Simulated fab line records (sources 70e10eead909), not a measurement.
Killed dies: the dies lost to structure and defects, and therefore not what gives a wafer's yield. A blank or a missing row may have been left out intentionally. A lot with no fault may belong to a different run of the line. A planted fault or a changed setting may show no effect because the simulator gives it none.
Matching of chambers + flow nand harc + pecvd-02 running NHARC_A_CONTACT_DEP_85: 3 sister chambers
The step deposits SiON, target thk 60 nm. 3 wafers are shown with their chamber, then 12 later ones without.

WAFERS WITH THEIR CHAMBER
| wafer  | chamber | heater power w (W) |
|--------|---------|--------------------|
| L085.6 | 0       | 740                |
| L090.2 | 1       | 740                |
| L090.4 | 2       | 869                |

WAFERS WITH NO CHAMBER GIVEN
| wafer  | heater power w (W) |
|--------|--------------------|
| L091.2 | 851                |
| L091.5 | 844                |
| L091.6 | 707                |
| L094.3 | 805                |
| L094.4 | 797                |
| L094.6 | 801                |
| L095.3 | 813                |
| L095.5 | 636                |
| L095.6 | 815                |
| L096.1 | 727                |
| L096.2 | 760                |
| L096.5 | 764                |

CHAMBER TAKEN BY EACH
| wafer  | from the rows above          | in truth |
|--------|------------------------------|----------|
| L091.2 | can't be placed: 2 or 0 or 1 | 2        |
| L091.5 | can't be placed: 2 or 0 or 1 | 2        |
| L091.6 | can't be placed: 0 or 1      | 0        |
| L094.3 | can't be placed: 2 or 0 or 1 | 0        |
| L094.4 | can't be placed: 0 or 1 or 2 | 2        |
| L094.6 | can't be placed: 0 or 1 or 2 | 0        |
| L095.3 | can't be placed: 2 or 0 or 1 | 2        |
| L095.5 | can't be placed: 0 or 1      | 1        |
| L095.6 | can't be placed: 2 or 0 or 1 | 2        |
| L096.1 | can't be placed: 0 or 1      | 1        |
| L096.2 | can't be placed: 0 or 1 or 2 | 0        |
| L096.5 | can't be placed: 0 or 1 or 2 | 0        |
Correctly placed: 0 of 12. From these rows, 12 cannot be placed; in 12 the true chamber is one of the candidates. Number placed wrongly: 0.
How it was worked out, from the rows above alone: a wafer's distance from a chamber is the root of the sum, over the readings, of the square of ((its reading less the chamber's mean) divided by the reading's scatter). If the next closest chamber is less than 2 further off than the closest, the wafer can't be placed; otherwise it belongs to the closest. A chamber's mean is the mean of its shown wafers. The scatter: root of mean squared gap, hidden wafer to nearest shown wafer, with one shown wafer a chamber.
